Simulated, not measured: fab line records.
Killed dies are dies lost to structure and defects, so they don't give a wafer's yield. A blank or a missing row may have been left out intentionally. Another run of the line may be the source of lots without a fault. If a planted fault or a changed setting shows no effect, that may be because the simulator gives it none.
Comparing a struck lot with a sound one || flow n5-finfet || 14 steps out of a route of 1938
Sound: wafers L896.1, L896.4, L896.5. Struck: wafer L904.4 (left out: L904.6, a lot-mate that was not struck); the cause follows at the end.
At each step with rows: each side's tool, then ch and its chambers, then its first start. Under that, the readings that differ: sound wafers || struck wafers || difference of the means || sigmas: that difference in standard deviations of wafers without a fault.
alike: a reading whose means differ by less than 2 such deviations, as well as words and numbers matching on both sides. not compared: withheld readings; readings where some wafer has no value; bounds like >300 that might hide an equal value; numbers whose values overlap and for which the record gives no deviation.
Wherever a step has rows on one side only, a row that says differs or no value, or a row with sigmas, the two part there. When numbers do not overlap yet have no deviation, they are printed without sigmas and do not part them. A reading that every wafer of one side lacks parts them only if that side has two wafers or more.

N5_BEOL_M5_OVL_MEAS_29:
  sound on overlay-01 ch 0, day 10 14:50; struck on overlay-02 ch 0, day 12 19:29
{"reading": "V4_OVL (nm)", "sound": "1.3 0.7 1.1", "struck": -0.3, "difference": -1.3, "sigmas": -2}
N5_BEOL_M5_INSPECT_30: inspects for defects (brightfield).
  sound: defect-inspect-01 at day 10 14:53; struck: defect-inspect-02 at day 12 19:31
  alike: raw-defect-count
N5_BEOL_M5_DESCUM_33: chemistry O2, time 7 s.
  sound on rie-diel-04 ch 0,2,3, day 10 15:07; struck on rie-diel-01 ch 3, day 12 19:33
  alike: drypump-motor-current-A, oes-product-au, rf-vpp-V, showerhead-plenum-p-Torr, throttle-valve-pct
  not compared: rf-hours-counter-h
N5_BEOL_M5_ETCH_75: etches underlayer in N2/H2, target depth 6.5 nm, time 5.2 s.
  sound on rie-diel-04 ch 0,2,3, day 10 15:10; struck on rie-diel-01 ch 3, day 12 19:35
  alike: drypump-motor-current-A, etch-rf-on-time-s, oes-product-au, rf-vpp-V, showerhead-plenum-p-Torr, throttle-valve-pct
  not compared: rf-hours-counter-h
N5_BEOL_M5_ETCH_67: etches SiARC in CF4, target depth 15.6 nm, time 26 s.
  sound on rie-diel-04 ch 0,2,3, day 10 15:10; struck on rie-diel-01 ch 3, day 12 19:36
{"reading": "cf4-flow-sccm (sccm)", "sound": "100.3 99.8 100.0", "struck": 100.9, "difference": "+0.9", "sigmas": "+3"}
  alike: drypump-motor-current-A, etch-rf-on-time-s, oes-product-au, rf-vpp-V, showerhead-plenum-p-Torr, throttle-valve-pct
  not compared: rf-hours-counter-h
N5_BEOL_M5_ETCH_68: etches SOC in N2/H2, target depth 80 nm, overetch 16 nm, time 120 s.
  sound on rie-diel-04 ch 0,2,3, day 10 15:12; struck on rie-diel-01 ch 3, day 12 19:38
  alike: drypump-motor-current-A, oes-product-au, rf-vpp-V, showerhead-plenum-p-Torr, throttle-valve-pct
  not compared: rf-hours-counter-h
then, 2 steps without rows for these wafers: N5_BEOL_M5_STRIP_69 (strips in N2/H2); N5_BEOL_M5_STRIP_76 (strips in N2/H2).
N5_BEOL_M5_VIA_ETCH_34: etches SiCOH lowk in C4F6/O2, target depth 88.3 nm, time 39.2 s.
  sound on rie-diel-04 ch 0,2,3, day 10 15:18; struck on rie-diel-01 ch 3, day 12 19:44
  alike: drypump-motor-current-A, oes_f_703_au, oes-product-au, rf-vpp-V, showerhead-plenum-p-Torr, throttle-valve-pct
  not compared: rf-hours-counter-h
then, 3 steps without rows for these wafers: N5_BEOL_M5_STRIP_85 (strips in C4F6/O2); N5_BEOL_M5_STRIP_36 (strips in N2/H2); N5_BEOL_M5_TRENCH_ETCH_37 (etches SiCOH lowk in C4F6/O2, target depth 71.652 nm, time 24.7 s).
N5_BEOL_M5_ETCH_41: etches SiCN in CH3F/O2, target depth 31.5 nm, time 56.7 s.
  sound on rie-diel-04 ch 0,2,3, day 10 15:25; struck on rie-diel-01 ch 3, day 12 19:51
{"reading": "oes-product-au (a.u.)", "sound": "0.96 0.71 0.85", "struck": 0.62, "difference": -0.22, "sigmas": -3}
{"reading": "model.etch.depth-nm (nm)", "sound": "22.1 21.03 21.41", "struck": 12.63, "difference": -8.88, "sigmas": ""}
  alike: drypump-motor-current-A, rf-vpp-V, showerhead-plenum-p-Torr, throttle-valve-pct
  not compared: rf-hours-counter-h
then, 1 step without rows for these wafers: N5_BEOL_M5_STRIP_91 (strips in N2/H2, time 10 s).

## WHERE THEY PART
At N5_BEOL_M5_OVL_MEAS_29 first; at N5_BEOL_M5_ETCH_41 last (within this record only).

WHY: what had been put in by the simulator
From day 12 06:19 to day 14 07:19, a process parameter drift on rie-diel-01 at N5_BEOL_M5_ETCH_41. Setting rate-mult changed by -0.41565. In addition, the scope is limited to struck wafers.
